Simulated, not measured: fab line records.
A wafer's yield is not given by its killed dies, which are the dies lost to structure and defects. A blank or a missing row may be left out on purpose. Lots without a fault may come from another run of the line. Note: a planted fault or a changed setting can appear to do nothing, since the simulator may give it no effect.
Chamber matching / flow nand-harc / 4 sister chambers for NHARC_A_BLC_STRIP_21 on rie-diel-07
The step strips in O2. 4 wafers are shown with their chamber, then 8 later ones without.

EACH WAFER AND ITS CHAMBER
wafer=L795.3; chamber=3; showerhead-plenum-p-Torr (Torr)=3.35
wafer=L795.5; chamber=1; showerhead-plenum-p-Torr (Torr)=3.35
wafer=L795.6; chamber=2; showerhead-plenum-p-Torr (Torr)=3.31
wafer=L803.2; chamber=0; showerhead-plenum-p-Torr (Torr)=3.28

WAFERS WITH NO CHAMBER GIVEN
wafer=L803.4; showerhead-plenum-p-Torr (Torr)=3.31
wafer=L803.5; showerhead-plenum-p-Torr (Torr)=3.34
wafer=L805.2; showerhead-plenum-p-Torr (Torr)=3.28
wafer=L805.4; showerhead-plenum-p-Torr (Torr)=3.34
wafer=L805.5; showerhead-plenum-p-Torr (Torr)=3.31
wafer=L806.1; showerhead-plenum-p-Torr (Torr)=3.31
wafer=L806.2; showerhead-plenum-p-Torr (Torr)=3.35
wafer=L806.5; showerhead-plenum-p-Torr (Torr)=3.28

THE CHAMBER EACH PASSED THROUGH
wafer=L803.4; from the rows above=2; in truth=2
wafer=L803.5; from the rows above=can't be placed: 1 or 3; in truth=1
wafer=L805.2; from the rows above=0; in truth=0
wafer=L805.4; from the rows above=can't be placed: 1 or 3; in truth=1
wafer=L805.5; from the rows above=2; in truth=2
wafer=L806.1; from the rows above=2; in truth=2
wafer=L806.2; from the rows above=can't be placed: 1 or 3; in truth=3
wafer=L806.5; from the rows above=0; in truth=0
Correctly placed: 5 of 8. These rows do not allow placing 3 (true chamber among the candidates in 3). 0 placed wrongly.
How it was worked out, from the rows above alone: a wafer's distance from a chamber is the root of the sum, over the readings, of the square of ((its reading less the chamber's mean) divided by the reading's scatter). The wafer belongs to the nearest chamber; if the next one is less than 2 further off, it can't be placed. For every chamber, the mean is computed from those of its wafers that are shown. The scatter: with one shown wafer a chamber, the root of the mean of the squares of how far each hidden wafer lies from its nearest shown one.
